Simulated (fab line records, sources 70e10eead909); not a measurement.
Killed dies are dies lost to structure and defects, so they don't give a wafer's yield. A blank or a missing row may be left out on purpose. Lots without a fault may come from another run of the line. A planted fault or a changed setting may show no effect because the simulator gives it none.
Chamber matching | flow nand_harc | NHARC_A_STAIRCASE_DEP_151 on pecvd-02: 3 sister chambers
The step deposits SiO2, target thk 3800 nm. 6 wafers are shown with their chamber, then 8 later ones without.

WAFERS WITH THEIR CHAMBER
wafer  | chamber | heater_power_w (W) | mfc_precursor_sccm (sccm)
L076.1 | 2       | 684                | 200.3
L078.5 | 0       | 707                | 200.2
L081.2 | 0       | 881                | 200.4
L081.4 | 2       | 536                | 200.2
L081.6 | 1       | 637                | 199.9
L086.1 | 1       | 696                | 200.0

WAFERS WITHOUT THEIR CHAMBER
wafer  | heater_power_w (W) | mfc_precursor_sccm (sccm)
L086.2 | 838                | 199.9
L086.6 | 694                | 200.1
L091.3 | 643                | 198.4
L091.4 | 528                | 199.8
L091.6 | 639                | 199.6
L093.1 | 661                | 199.8
L093.3 | 882                | 198.9
L093.6 | 696                | 199.4

WHICH CHAMBER EACH WENT THROUGH
wafer  | from the rows above          | in truth
L086.2 | 1                            | 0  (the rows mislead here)
L086.6 | can't be placed: 1 or 2 or 0 | 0
L091.3 | 1                            | 1
L091.4 | 1                            | 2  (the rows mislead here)
L091.6 | 1                            | 1
L093.1 | 1                            | 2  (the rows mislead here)
L093.3 | 1                            | 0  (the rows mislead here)
L093.6 | 1                            | 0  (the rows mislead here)
Placed correctly: 2 of 8. Can't be placed from these rows: 1 (the true chamber is among the candidates in 1). Placed wrongly: 5.
How it was worked out, from the rows above alone: a wafer's distance from a chamber is the root of the sum, over the readings, of the square of ((its reading less the chamber's mean) divided by the reading's scatter). The wafer belongs to the nearest chamber; if the next one is less than 2 further off, it can't be placed. A chamber's mean is the mean of its shown wafers. The scatter: the root of (the sum of the squares of (reading less its chamber's mean) over the shown wafers, divided by (wafers less chambers)).
